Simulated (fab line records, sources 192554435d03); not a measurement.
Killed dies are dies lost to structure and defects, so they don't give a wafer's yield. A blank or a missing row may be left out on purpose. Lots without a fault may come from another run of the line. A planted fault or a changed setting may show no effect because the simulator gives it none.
Chamber matching | flow n5_finfet | N5_FIN_SAQP_FIN_ETCH_36 on rie_si-02: 4 sister chambers
The step etches the open film in HBr/Cl2/O2, target depth 120 nm, time 50.4 s. 20 wafers are shown with their chamber, then 10 later ones without.

WAFERS WITH THEIR CHAMBER
wafer  | chamber | throttle_valve_pct (%) | drypump_motor_current_A (A) | oes_product_au (a.u.)
L074.2 | 1       | 36.06                  | 5.6                         | 1.027
L074.3 | 2       | 35.78                  | 6.0                         | 1.024
L074.4 | 0       | 35.67                  | 5.2                         | 1.032
L076.2 | 3       | 36.14                  | 5.3                         | 1.029
L076.4 | 1       | 36.08                  | 5.5                         | 1.033
L076.5 | 3       | 36.14                  | 5.3                         | 1.029
L077.3 | 3       | 36.17                  | 5.3                         | 1.025
L077.5 | 2       | 35.75                  | 5.9                         | 1.028
L077.6 | 1       | 36.06                  | 5.6                         | 1.030
L079.1 | 3       | 36.13                  | 5.3                         | 1.035
L079.3 | 0       | 35.66                  | 5.2                         | 1.038
L079.5 | 2       | 35.74                  | 5.9                         | 1.041
L091.3 | 0       | 35.69                  | 5.3                         | 1.014
L091.4 | 1       | 36.09                  | 5.6                         | 1.020
L091.6 | 1       | 36.07                  | 5.5                         | 1.027
L092.4 | 3       | 36.12                  | 5.3                         | 1.022
L092.5 | 0       | 35.65                  | 5.3                         | 1.028
L092.6 | 1       | 36.05                  | 5.5                         | 1.032
L093.1 | 2       | 35.78                  | 6.0                         | 1.022
L093.4 | 0       | 35.68                  | 5.2                         | 1.031

SIGNATURES (means of the wafers above)
reading                 | chamber 0 | chamber 1 | chamber 2 | chamber 3 | scatter within a chamber
throttle_valve_pct      | 35.6700   | 36.0683   | 35.7625   | 36.1400   | 0.0172
drypump_motor_current_A | 5.240     | 5.550     | 5.950     | 5.300     | 0.0481
oes_product_au          | 1.02860   | 1.02817   | 1.02875   | 1.02800   | 0.00682
Rule: a wafer's distance from a chamber is the root of the sum, over the readings, of the square of ((its reading less the chamber's mean) divided by the reading's scatter). The wafer belongs to the nearest chamber; if the next one is less than 2 further off, it can't be placed. The scatter: the root of (the sum of the squares of (reading less its chamber's mean) over the shown wafers, divided by (wafers less chambers)).

WAFERS WITHOUT THEIR CHAMBER
wafer  | throttle_valve_pct (%) | drypump_motor_current_A (A) | oes_product_au (a.u.)
L093.6 | 35.66                  | 5.3                         | 1.018
L094.1 | 35.74                  | 5.9                         | 1.025
L094.2 | 36.08                  | 5.5                         | 1.016
L094.3 | 36.15                  | 5.3                         | 1.024
L095.1 | 36.15                  | 5.3                         | 1.027
L095.2 | 36.08                  | 5.6                         | 1.029
L095.3 | 35.67                  | 5.3                         | 1.025
L097.1 | 35.66                  | 5.2                         | 1.039
L097.3 | 36.13                  | 5.3                         | 1.027
L097.6 | 36.07                  | 5.6                         | 1.039

WHICH CHAMBER EACH WENT THROUGH
wafer  | from the rows above | in truth
L093.6 | 0                   | 0
L094.1 | 2                   | 2
L094.2 | 1                   | 1
L094.3 | 3                   | 3
L095.1 | 3                   | 3
L095.2 | 1                   | 1
L095.3 | 0                   | 0
L097.1 | 0                   | 0
L097.3 | 3                   | 3
L097.6 | 1                   | 1
Placed correctly: 10 of 10. Can't be placed from these rows: 0. Placed wrongly: 0.
